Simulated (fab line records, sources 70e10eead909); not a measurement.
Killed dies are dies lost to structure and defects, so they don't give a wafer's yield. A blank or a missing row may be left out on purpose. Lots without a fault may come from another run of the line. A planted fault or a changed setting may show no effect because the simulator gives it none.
Chamber matching | flow nand_harc | NHARC_P_M0_PRE_CLEAN_31 on pecvd-01: 3 sister chambers
The step time 12 s. 16 wafers are shown with their chamber, then 8 later ones without.

WAFERS WITH THEIR CHAMBER
wafer  | chamber | heater_power_w (W) | susceptor_temp_C (C)
L078.2 | 0       | 732                | 369.93
L078.3 | 1       | 504                | 370.11
L078.4 | 0       | 739                | 370.08
L081.3 | 0       | 749                | 369.86
L081.5 | 0       | 733                | 370.14
L081.6 | 2       | 562                | 369.85
L083.3 | 2       | 584                | 369.91
L083.4 | 2       | 579                | 369.97
L083.6 | 0       | 648                | 369.68
L085.1 | 1       | 600                | 369.93
L085.4 | 0       | 730                | 369.77
L085.5 | 2       | 532                | 369.58
L090.2 | 0       | 707                | 370.24
L090.5 | 0       | 741                | 370.63
L090.6 | 1       | 611                | 369.70
L091.2 | 1       | 597                | 369.84

SIGNATURES (means of the wafers above)
reading          | chamber 0 | chamber 1 | chamber 2 | scatter within a chamber
heater_power_w   | 722.38    | 578.00    | 564.25    | 35.5
susceptor_temp_C | 370.0412  | 369.8950  | 369.8275  | 0.252
Rule: a wafer's distance from a chamber is the root of the sum, over the readings, of the square of ((its reading less the chamber's mean) divided by the reading's scatter). The wafer belongs to the nearest chamber; if the next one is less than 2 further off, it can't be placed. The scatter: the root of (the sum of the squares of (reading less its chamber's mean) over the shown wafers, divided by (wafers less chambers)).

WAFERS WITHOUT THEIR CHAMBER
wafer  | heater_power_w (W) | susceptor_temp_C (C)
L091.3 | 590                | 369.68
L091.5 | 611                | 369.79
L092.2 | 604                | 369.82
L092.3 | 724                | 370.41
L092.5 | 722                | 370.27
L096.1 | 582                | 369.93
L096.3 | 740                | 369.96
L096.4 | 572                | 369.96

WHICH CHAMBER EACH WENT THROUGH
wafer  | from the rows above     | in truth
L091.3 | can't be placed: 1 or 2 | 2
L091.5 | can't be placed: 1 or 2 | 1
L092.2 | can't be placed: 1 or 2 | 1
L092.3 | 0                       | 0
L092.5 | 0                       | 0
L096.1 | can't be placed: 1 or 2 | 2
L096.3 | 0                       | 0
L096.4 | can't be placed: 1 or 2 | 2
Placed correctly: 3 of 8. Can't be placed from these rows: 5 (the true chamber is among the candidates in 5). Placed wrongly: 0.
